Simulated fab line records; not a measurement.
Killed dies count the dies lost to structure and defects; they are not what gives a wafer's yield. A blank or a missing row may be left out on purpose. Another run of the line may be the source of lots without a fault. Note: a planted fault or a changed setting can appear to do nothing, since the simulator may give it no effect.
fab line records | flow nand_harc
record: lots: 12 | wafers: 36 | last_day: 24
route steps=1159 shown A_SLIT@793 A_WL_FILL@810 END@1159
lots that met no fault: from a run of the same line without faults
start_h: hours from the record's first day to the start of the lot's first wafer shown | wait_h: hours elapsed since this lot's preceding step | " unchanged from the row above | L1.1+2: a row that stands for several wafers | - value missing, or start not given | * or withheld: withheld | < > ~ a bound
route shown NAME@n: a module of which the file shows steps, and the number in the route of the first | usual: mean/standard deviation of fault-free wafers | same: alike in all rows | chamber/n: place in a boat | sites: each site's reading | _std_site: how widely they spread, as a standard deviation | _edge_site: outer sites' mean less inner sites' | radius_mm: how far each site lies from the wafer's centre | mask NAME#n: copy n | behind: the tool/chamber that last shaped the wafer | hold: why the lot went on hold/how many hours it stayed there/how the hold came to an end | device: transistor that didn't switch, given as n, p or np | end of line: the route-end tests of the same wafers | a step without rows: its recipe alone | killed: dies that structure and defects cost at the first sort, which is not the same as the wafer's yield | map: the dies of a wafer, with x for killed, . for not killed, _ for no die there
set.NAME: the setting the step ran with; set.NAME@STEP: the setting that earlier step ran with | model.NAME: the simulator's own value behind a step, which no gauge read
steps of the route over a sample of lots; a table a step, a row a wafer
services: from which hour (start_h, from the record's first day; less than 0 if before it) a tool's chamber was out of use, for how many hours, and why
== steps ==
step: NHARC_A_SLIT_DESCUM_14
recipe: time_s: 3 | o2_flow_sccm: 200 | ar_flow_sccm: 0 | bias_power_w: 0 | chemistry: O2
usual: drypump_motor_current_A: 5.80/0.27 | oes_product_au: 0.998/0.013 | rf_vpp_V: 57.8/1 | showerhead_plenum_p_Torr: 1.93/0.09 | throttle_valve_pct: 11.312/0.0092
same: time_s: 3
lot.wafer | tool        | chamber | start_h | wait_h | drypump_motor_current_A | oes_product_au | rf_hours_counter_h | rf_vpp_V | showerhead_plenum_p_Torr | throttle_valve_pct
L317.2    | rie_diel-09 | 3       | 321.73  | 0.1    | 5.31                    | 0.994          | 2                  | 59.4     | 2.06                     | 11.309
L317.1    | "           | 0       | "       | "      | 5.81                    | 1.002          | 4                  | 59.3     | 2.06                     | 11.322
L317.6    | "           | 2       | "       | "      | 5.72                    | 0.993          | -                  | 57.6     | 1.86                     | 11.322
L318.4    | rie_diel-07 | 3       | 332.58  | 0.1    | 6.29                    | 0.978          | 8                  | 56.5     | 1.78                     | 11.327
L318.2    | "           | 0       | "       | "      | 5.62                    | 0.973          | 8                  | 55.6     | 1.91                     | 11.292
L318.5    | "           | 3       | "       | "      | 6.29                    | 0.982          | -                  | 57.6     | 1.78                     | 11.293
L319.3    | rie_diel-07 | 2       | 332.73  | 0.1    | 6.09                    | 0.994          | 8                  | 57.9     | 1.93                     | 11.306
L319.1    | "           | 3       | "       | "      | 6.26                    | 0.976          | 8                  | 55.9     | 1.78                     | 11.316
L319.6    | "           | 2       | "       | "      | 6.04                    | 0.998          | -                  | 59.2     | 1.93                     | 11.315
L321.1    | rie_diel-01 | 1       | 355.28  | 0.1    | 5.37                    | 0.985          | 1                  | 58.5     | 1.95                     | 11.312
L321.4    | "           | 2       | "       | "      | 6.06                    | 0.995          | 1                  | 57.9     | 2.03                     | 11.333
L321.2    | "           | 3       | "       | "      | 5.83                    | 0.999          | 1                  | 58.2     | 1.91                     | 11.309
L322.3    | rie_diel-01 | 0       | 356.82  | 0.1    | 6.07                    | 1.000          | 2                  | 59.3     | 2.00                     | 11.324
L322.1    | "           | 3       | "       | "      | 5.85                    | 0.994          | 2                  | 58.7     | 1.91                     | 11.322
L322.6    | "           | 3       | "       | "      | 5.82                    | 0.987          | -                  | 56.2     | 1.91                     | 11.303
L324.2    | rie_diel-09 | 3       | 357.24  | 0.1    | 5.33                    | 1.002          | 6                  | 59.4     | 2.06                     | 11.312
L324.4    | "           | 1       | "       | "      | 5.66                    | 1.005          | 7                  | 57.9     | 1.83                     | 11.315
L324.5    | "           | 2       | "       | "      | 5.73                    | 0.999          | -                  | 57.1     | 1.86                     | 11.297
L327.2    | rie_diel-01 | 2       | 382.74  | 0.1    | 6.03                    | 0.998          | 4                  | 57.7     | 2.03                     | 11.310
L327.1    | "           | 3       | "       | "      | 5.84                    | 0.989          | 4                  | 57.6     | 1.91                     | 11.314
L327.6    | "           | 1       | "       | "      | 5.39                    | 0.982          | -                  | 58.1     | 1.95                     | 11.318
L326.3    | rie_diel-07 | 1       | 384.59  | 0.1    | 5.97                    | 0.995          | 11                 | 58.3     | 1.83                     | 11.305
L326.2    | "           | 2       | "       | "      | 6.07                    | 1.007          | 12                 | 57.9     | 1.92                     | 11.317
L326.4    | "           | 3       | "       | "      | 6.27                    | 0.985          | 13                 | 56.4     | 1.78                     | 11.307
L323.1    | rie_diel-09 | 3       | 384.76  | 0.1    | 5.30                    | 0.997          | 8                  | 57.8     | 2.05                     | 11.300
L323.6    | "           | 0       | "       | "      | 5.83                    | 1.017          | -                  | 59.1     | 2.06                     | 11.312
L323.5    | "           | 1       | "       | "      | 5.64                    | 0.998          | -                  | 57.5     | 1.83                     | 11.313
L331.4    | rie_diel-09 | 3       | 424.24  | 0.1    | 5.29                    | 0.982          | 12                 | 58.4     | 2.05                     | 11.322
L331.1    | "           | 1       | "       | "      | 5.63                    | 1.001          | 13                 | 57.5     | 1.83                     | 11.309
L331.3    | "           | 2       | "       | "      | 5.72                    | 0.999          | 14                 | 56.8     | 1.85                     | 11.309
L329.4    | rie_diel-01 | 2       | 425.33  | 0.1    | 6.06                    | 0.982          | 5                  | 58.5     | 2.03                     | 11.306
L329.2    | "           | 0       | "       | "      | 6.07                    | 1.009          | 6                  | 57.5     | 2.00                     | 11.298
L329.1    | "           | 1       | "       | "      | 5.37                    | 0.989          | 4                  | 58.8     | 1.95                     | 11.305
L339.1    | rie_diel-01 | 3       | 456.25  | 0.1    | 5.82                    | 0.995          | 9                  | 59.3     | 1.90                     | 11.310
L339.6    | "           | 3       | "       | "      | 5.85                    | 0.993          | -                  | 57.5     | 1.90                     | 11.306
L339.5    | "           | 0       | "       | "      | 6.04                    | 1.020          | -                  | 57.7     | 2.00                     | 11.303
step: NHARC_A_WL_FILL_RTA_01
recipe: temp_c: 1000 | time_s: 5
usual: lamp_power_pct: 30.1/0.37 | lamp_zone_2_pct: 30.1/0.37 | wafer_temp_C_max: 1003.2/0.87
same: time_s: 5
lot.wafer | tool          | chamber | start_h | wait_h | lamp_power_pct | lamp_zone_2_pct | wafer_temp_C_max
L317.1    | rtp_anneal-01 | 0       | 334.40  | -      | 30.6           | 30.6            | 1003.6
L317.2    | "             | 0       | "       | "      | 30.6           | 30.6            | 1003.7
L317.6    | "             | 0       | "       | "      | 30.6           | 30.5            | 1003.6
L319.1    | rtp_anneal-02 | 0       | 345.14  | -      | 29.8           | 29.8            | 1002.3
L319.3    | "             | 0       | "       | "      | 29.8           | 29.8            | 1003.0
L319.6    | "             | 0       | "       | "      | 29.8           | 29.8            | 1002.9
L318.2    | rtp_anneal-01 | 0       | 345.17  | -      | 30.5           | 30.5            | 1003.3
L318.4    | "             | 0       | "       | "      | 30.5           | 30.6            | 1003.4
L318.5    | "             | 0       | "       | "      | 30.6           | 30.5            | 1003.0
L321.1    | rtp_anneal-02 | 0       | 370.09  | -      | 29.8           | 29.8            | 1002.7
L321.2    | "             | 0       | "       | "      | 29.8           | 29.8            | 1003.0
L321.4    | "             | 0       | "       | "      | 29.8           | 29.7            | 1002.6
L324.2    | rtp_anneal-01 | 0       | 370.28  | -      | 30.5           | 30.5            | 1004.4
L324.4    | "             | 0       | "       | "      | 30.5           | 30.5            | 1003.2
L324.5    | "             | 0       | "       | "      | 30.5           | 30.5            | 1004.1
L322.1    | rtp_anneal-02 | 0       | 370.42  | -      | 29.8           | 29.8            | 1002.3
L322.3    | "             | 0       | "       | "      | 29.8           | 29.7            | 1002.5
L322.6    | "             | 0       | "       | "      | 29.9           | 29.8            | 1002.8
L327.1    | rtp_anneal-01 | 0       | 394.14  | -      | 30.5           | 30.5            | 1002.3
L327.2    | "             | 0       | "       | "      | 30.6           | 30.5            | 1004.8
L327.6    | "             | 0       | "       | "      | 30.6           | 30.5            | 1003.4
L326.2    | rtp_anneal-01 | 0       | 399.27  | -      | 30.5           | 30.6            | 1005.0
L326.3    | "             | 0       | "       | "      | 30.5           | 30.5            | 1004.5
L326.4    | "             | 0       | "       | "      | 30.5           | 30.5            | 1003.3
L323.1    | rtp_anneal-01 | 0       | 399.41  | -      | 30.5           | 30.5            | 1004.0
L323.5    | "             | 0       | "       | "      | 30.5           | 30.5            | 1003.4
L323.6    | "             | 0       | "       | "      | 30.5           | 30.5            | 1003.4
L329.1    | rtp_anneal-02 | 0       | 436.08  | -      | 29.7           | 29.7            | 1002.1
L329.2    | "             | 0       | "       | "      | 29.8           | 29.8            | 1002.5
L329.4    | "             | 0       | "       | "      | 29.8           | 29.8            | 1002.9
L331.1    | rtp_anneal-01 | 0       | 436.19  | -      | 30.5           | 30.6            | 1004.8
L331.3    | "             | 0       | "       | "      | 30.6           | 30.6            | 1003.6
L331.4    | "             | 0       | "       | "      | 30.5           | 30.5            | 1003.8
L339.1    | rtp_anneal-01 | 0       | 468.27  | -      | 30.5           | 30.6            | 1003.6
L339.5    | "             | 0       | "       | "      | 30.5           | 30.5            | 1003.8
L339.6    | "             | 0       | "       | "      | 30.6           | 30.6            | 1004.6
step: NHARC_A_WL_FILL_ETCHBACK_16
recipe: target_depth_a: 880 | time_s: 17.6 | c4f8_flow_sccm: withheld | o2_flow_sccm: 8 | ar_flow_sccm: withheld | rf_w: 600 | bias_w: 800 | chemistry: C4F8/O2/Ar
usual: bias_w: 799.8/2.3 | oes_product_au: 0.99/0.031 | rf_vpp_V: 723/4.8
same: time_s: 17.6
lot.wafer | tool        | chamber | start_h | wait_h | bias_w | oes_product_au | rf_hours_counter_h | rf_vpp_V
L317.1    | rie_diel-08 | 3       | 346.47  | -      | 799.1  | 1.01           | 1.1                | 724
L317.2    | "           | 1       | "       | "      | 803.6  | 1.01           | 1.0                | 722
L317.6    | "           | 0       | "       | "      | 800.8  | 1.00           | -                  | 731
L318.2    | rie_diel-05 | 3       | 362.25  | -      | 799.8  | 1.01           | 0.2                | 729
L318.4    | "           | 0       | "       | "      | 801.6  | 0.99           | 0.2                | 717
L318.5    | "           | 0       | "       | "      | 799.7  | 1.00           | -                  | 716
L319.3    | rie_diel-08 | 1       | 365.40  | -      | 799.3  | 0.93           | 1.3                | 721
L319.1    | "           | 0       | "       | "      | 799.2  | 0.93           | 1.4                | 730
L319.6    | "           | 2       | "       | "      | 795.9  | 0.94           | -                  | 717
L324.2    | rie_diel-05 | 2       | 384.81  | -      | 799.8  | 1.03           | 0.8                | 718
L324.4    | "           | 2       | "       | "      | 802.3  | 1.03           | -                  | 718
L324.5    | "           | 0       | "       | "      | 799.7  | 0.99           | -                  | 718
L321.1    | rie_diel-08 | 3       | 387.81  | -      | 801.2  | 0.92           | 1.7                | 723
L321.4    | "           | 0       | "       | "      | 798.3  | 0.92           | 1.7                | 730
L321.2    | "           | 1       | "       | "      | 802.3  | 0.93           | 1.7                | 721
L322.3    | rie_diel-11 | 3       | 388.09  | -      | 800.4  | 1.00           | 1.4                | 728
L322.1    | "           | 1       | "       | "      | 802.5  | 1.02           | 1.5                | 726
L322.6    | "           | 3       | "       | "      | 801.5  | 1.01           | -                  | 728
L327.1    | rie_diel-05 | 2       | 413.87  | -      | 796.2  | 1.02           | 1.7                | 719
L327.2    | "           | 3       | "       | "      | 799.5  | 1.01           | 0.9                | 729
L327.6    | "           | 1       | "       | "      | 794.9  | 1.01           | -                  | 727
L323.1    | rie_diel-08 | 2       | 422.40  | -      | 803.2  | 1.00           | 3.1                | 718
L323.6    | "           | 1       | "       | "      | 799.4  | 0.99           | -                  | 722
L323.5    | "           | 2       | "       | "      | 800.4  | 1.00           | -                  | 716
L326.4    | rie_diel-08 | 2       | 425.73  | -      | 800.2  | 1.00           | 3.2                | 719
L326.2    | "           | 3       | "       | "      | 801.8  | 1.01           | 3.3                | 724
L326.3    | "           | 0       | "       | "      | 798.8  | 1.00           | 3.0                | 730
L329.4    | rie_diel-05 | 3       | 455.55  | -      | 798.4  | 1.00           | 2.8                | 729
L329.1    | "           | 0       | "       | "      | 797.0  | 1.00           | 2.9                | 717
L329.2    | "           | 1       | "       | "      | 801.6  | 1.00           | 3.6                | 724
L331.1    | rie_diel-08 | 3       | 455.67  | -      | 800.5  | 1.00           | 3.9                | 723
L331.3    | "           | 0       | "       | "      | 798.8  | 0.99           | 3.6                | 729
L331.4    | "           | 1       | "       | "      | 798.2  | 1.00           | 4.0                | 720
L339.1    | rie_diel-05 | 2       | 484.90  | -      | 798.2  | 0.93           | 4.8                | 716
L339.6    | "           | 3       | "       | "      | 800.2  | 0.93           | -                  | 730
L339.5    | "           | 0       | "       | "      | 798.7  | 0.59           | -                  | 717
step: NHARC_A_WL_FILL_STRIP_29
recipe: time_s: 20 | o2_flow_sccm: 500 | ar_flow_sccm: 0 | bias_w: 0 | chemistry: O2
usual: drypump_motor_current_A: 6.0/0.52 | oes_product_au: 1.002/0.01 | rf_vpp_V: 57.8/0.94 | showerhead_plenum_p_Torr: 3.51/0.16 | throttle_valve_pct: 17.036/0.0097
same: bias_w: 0 | time_s: 20
lot.wafer | tool        | chamber | start_h | wait_h | drypump_motor_current_A | oes_product_au | rf_hours_counter_h | rf_vpp_V | showerhead_plenum_p_Torr | throttle_valve_pct
L317.2    | rie_diel-08 | 2       | 346.56  | 0.1    | 5.4                     | 0.991          | 1.0                | 56.8     | 3.34                     | 17.038
L317.1    | "           | 0       | "       | "      | 6.2                     | 0.986          | 1.1                | 59.9     | 3.78                     | 17.072
L317.6    | "           | 2       | "       | "      | 5.4                     | 0.993          | -                  | 57.3     | 3.34                     | 17.043
L318.4    | rie_diel-05 | 0       | 362.34  | 0.1    | 5.6                     | 0.997          | 0.2                | 59.5     | 3.33                     | 17.019
L318.2    | "           | 1       | "       | "      | 6.1                     | 0.994          | 0.2                | 57.8     | 3.61                     | 17.044
L318.5    | "           | 0       | "       | "      | 5.6                     | 0.997          | -                  | 57.9     | 3.33                     | 17.034
L319.3    | rie_diel-08 | 2       | 365.50  | 0.1    | 5.4                     | 1.001          | 1.2                | 57.6     | 3.34                     | 17.027
L319.1    | "           | 3       | "       | "      | 5.1                     | 1.007          | 1.3                | 58.4     | 3.53                     | 17.035
L319.6    | "           | 1       | "       | "      | 6.8                     | 1.011          | -                  | 58.5     | 3.47                     | 17.047
L324.2    | rie_diel-05 | 2       | 384.91  | 0.1    | 6.2                     | 1.016          | 0.8                | 58.1     | 3.34                     | 17.030
L324.4    | "           | 2       | "       | "      | 6.2                     | 1.024          | -                  | 58.3     | 3.34                     | 17.037
L324.5    | "           | 1       | "       | "      | 6.1                     | 1.003          | -                  | 56.8     | 3.61                     | 17.031
L321.1    | rie_diel-08 | 3       | 387.89  | 0.1    | 5.1                     | 1.000          | 1.7                | 58.6     | 3.53                     | 17.047
L321.4    | "           | 0       | "       | "      | 6.2                     | 0.992          | 1.8                | 59.1     | 3.78                     | 17.032
L321.2    | "           | 1       | "       | "      | 6.9                     | 0.993          | 1.7                | 58.1     | 3.47                     | 17.048
L322.3    | rie_diel-11 | 0       | 388.17  | 0.1    | 5.8                     | 1.009          | 1.8                | 57.2     | 3.41                     | 17.042
L322.1    | "           | 3       | "       | "      | 5.6                     | 1.008          | 1.4                | 56.5     | 3.70                     | 17.047
L322.6    | "           | 1       | "       | "      | 5.9                     | 1.019          | -                  | 59.1     | 3.60                     | 17.044
L327.1    | rie_diel-05 | 0       | 413.94  | 0.1    | 5.6                     | 1.006          | 1.8                | 57.1     | 3.33                     | 17.016
L327.2    | "           | 1       | "       | "      | 6.1                     | 0.997          | 1.8                | 57.8     | 3.61                     | 17.050
L327.6    | "           | 1       | "       | "      | 6.1                     | 1.000          | -                  | 57.7     | 3.61                     | 17.024
L323.1    | rie_diel-08 | 0       | 422.50  | 0.1    | 6.1                     | 0.990          | 2.9                | 57.9     | 3.78                     | 17.048
L323.6    | "           | 1       | "       | "      | 6.9                     | 1.003          | -                  | 57.3     | 3.47                     | 17.034
L323.5    | "           | 2       | "       | "      | 5.4                     | 0.995          | -                  | 57.1     | 3.34                     | 17.033
L326.2    | rie_diel-08 | 1       | 425.82  | 0.1    | 6.8                     | 1.007          | 3.3                | 58.6     | 3.47                     | 17.038
L326.3    | "           | 3       | "       | "      | 5.2                     | 0.989          | 3.3                | 57.1     | 3.53                     | 17.047
L326.4    | "           | 0       | "       | "      | 6.1                     | 0.994          | 3.0                | 58.5     | 3.78                     | 17.030
L329.1    | rie_diel-05 | 0       | 455.64  | 0.1    | 5.5                     | 0.983          | 2.9                | 56.1     | 3.33                     | 17.045
L329.2    | "           | 1       | "       | "      | 6.1                     | 1.007          | 3.6                | 58.0     | 3.60                     | 17.038
L329.4    | "           | 2       | "       | "      | 6.2                     | 1.023          | 3.7                | 58.3     | 3.33                     | 17.022
L331.4    | rie_diel-08 | 0       | 455.77  | 0.1    | 6.2                     | 0.991          | 3.6                | 58.9     | 3.78                     | 17.037
L331.1    | "           | 1       | "       | "      | 6.8                     | 1.000          | 4.0                | 56.6     | 3.47                     | 17.037
L331.3    | "           | 3       | "       | "      | 5.1                     | 1.002          | 3.9                | 56.4     | 3.53                     | 17.033
L339.1    | rie_diel-05 | 1       | 484.97  | 0.1    | 6.1                     | 1.003          | 4.7                | 57.6     | 3.60                     | 17.037
L339.6    | "           | 1       | "       | "      | 6.1                     | 1.004          | -                  | 59.5     | 3.60                     | 17.029
L339.5    | "           | 2       | "       | "      | 6.2                     | 1.017          | -                  | 56.1     | 3.33                     | 17.025
step: NHARC_END_SORT_01
recipe: temp_c: 25
usual: killed_at_array: 24/8.7 | killed_at_other: 0.8/1.2 | killed_at_periphery: 3.6/2.3 | killed_dies: 28/8.9 | killed_open: 3.2/1.9 | killed_short: 2.0/1.6
same: gross_dies: 677
lot.wafer | tool      | chamber | start_h | wait_h | killed_at_array | killed_at_other | killed_at_periphery | killed_dies | killed_open | killed_short
L326.2    | prober-02 | 0       | 518.97  | 2.8    | 27              | 4               | 6                   | 37          | 5           | 3
L339.1    | prober-01 | 0       | 577.35  | 2.5    | 18              | 2               | 0                   | 20          | 2           | 0
L339.5    | prober-01 | 0       | 580.56  | 3.7    | 676             | 0               | 1                   | 677         | 0           | 1
L339.6    | prober-01 | 0       | 581.37  | 4.0    | 26              | 0               | 2                   | 28          | 3           | 7
killed by level:class
L326.2 A_SLIT:chamber_film_flake=15 A_CONTACT:chamber_film_flake=4 THIN_TSV:chamber_film_flake=4 A_CHANNEL_HOLE_D1:chamber_film_flake=3 P_STI:geometric_particle:short=1 P_CONTACT:geometric_particle:open=1 P_M0:geometric_particle:short=1 P_M1:geometric_particle:open=1
L339.1 A_CHANNEL_HOLE_D1:chamber_film_flake=7 A_CONTACT:chamber_film_flake=3 A_BLC:geometric_particle:open=1 A_M0:geometric_particle:open=1 A_ZERO_WELL:chamber_film_flake=1 A_CHANNEL_FILL_D1:chamber_film_flake=1 A_STAIRCASE:chamber_film_flake=1 A_SGD_CUT:chamber_film_flake=1
L339.5 A_WL_FILL:area_etchback=658 A_CHANNEL_HOLE_D1:chamber_film_flake=12 A_CHANNEL_FILL_D1:chamber_film_flake=3 A_ONON_D1:geometric_particle:short=1 P_ZERO_WELL:chamber_film_flake=1 A_ZERO_WELL:chamber_film_flake=1 A_CONTACT:chamber_film_flake=1
L339.6 A_CHANNEL_HOLE_D1:chamber_film_flake=10 A_STAIRCASE:chamber_film_flake=5 A_ONON_D1:geometric_particle:short=2 A_WL_FILL:geometric_particle:short=2 A_CHANNEL_FILL_D1:chamber_film_flake=2 P_M0:geometric_particle:short=1 P_M0:geometric_particle:open=1 A_CHANNEL_HOLE_D1:geometric_particle:short=1
== services ==
tool          | chamber | start_h | hours | kind
rtp_anneal-02 | -       | 300.00  | 12.0  | pm
rie_diel-08   | -       | 301.85  | 9.0   | pm
rie_diel-08   | 0       | 301.85  | 9.0   | vent_cycle
rie_diel-08   | 1       | 301.85  | 9.0   | vent_cycle
rie_diel-11   | 2       | 307.73  | 12.1  | repair
rie_diel-01   | -       | 314.82  | 9.0   | pm
rie_diel-09   | 3       | 334.52  | 5.4   | repair
rie_diel-05   | -       | 340.60  | 9.0   | pm
rie_diel-07   | 0       | 343.96  | 13.7  | repair
rie_diel-01   | 1       | 355.72  | 4.7   | repair
rie_diel-11   | 1       | 359.35  | 5.1   | repair
rie_diel-05   | 3       | 366.30  | 29.1  | repair
rie_diel-11   | -       | 366.50  | 9.0   | pm
rie_diel-07   | -       | 405.20  | 9.0   | pm
rie_diel-08   | 0       | 408.98  | 2.5   | repair
rie_diel-07   | 3       | 430.88  | 7.1   | repair
rie_diel-09   | -       | 431.10  | 9.0   | pm
rie_diel-05   | 0       | 431.28  | 16.0  | repair
rie_diel-07   | 2       | 432.46  | 5.2   | repair
rie_diel-07   | 3       | 451.75  | 2.3   | repair
rie_diel-09   | -       | 458.28  | 1.2   | repair
rie_diel-05   | 0       | 466.79  | 4.3   | repair
rie_diel-05   | -       | 477.83  | 0.7   | repair
rie_diel-08   | -       | 478.85  | 9.0   | pm
== key ==
first_sign: step: NHARC_A_WL_FILL_ETCHBACK_16 | reading: oes_product_au | direction: down | sigmas: 13 | usual: 0.99 | struck: 0.59
effect: step: NHARC_END_SORT_01 | reading: killed_at_array | direction: up | sigmas: 75 | usual: 24 | struck: 676
more_kills_born_at: NHARC_A_WL_FILL_ETCHBACK_16@rie_diel-05: 658
met_at NHARC_A_WL_FILL_ETCHBACK_16
struck_lots L339
struck_wafers L339.5
later_rows_left_out L339.5
tester_left_out L339
not_acting_at NHARC_A_SLIT_DESCUM_14,NHARC_A_WL_FILL_RTA_01,NHARC_A_WL_FILL_STRIP_29
onset_between 455.55 484.90
fault: kind: process_parameter_drift | tool: rie_diel-05 | chamber: 0 | onset_h: 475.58 | steps: NHARC_A_WL_FILL_ETCHBACK_16 | channel: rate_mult | offset: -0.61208 | shape: step | end_h: 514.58
tester_left_out: of these lots the tester's yield and bins aren't shown, on N5 and GAA mostly nor the transistor test; their killed dies are dies lost to structure and defects alone, not to doping, threshold or leakage, so they don't give the yield
later_rows_left_out: the simulator's readings of these wafers behind a module that went badly wrong aren't trusted and aren't shown, but for the sort
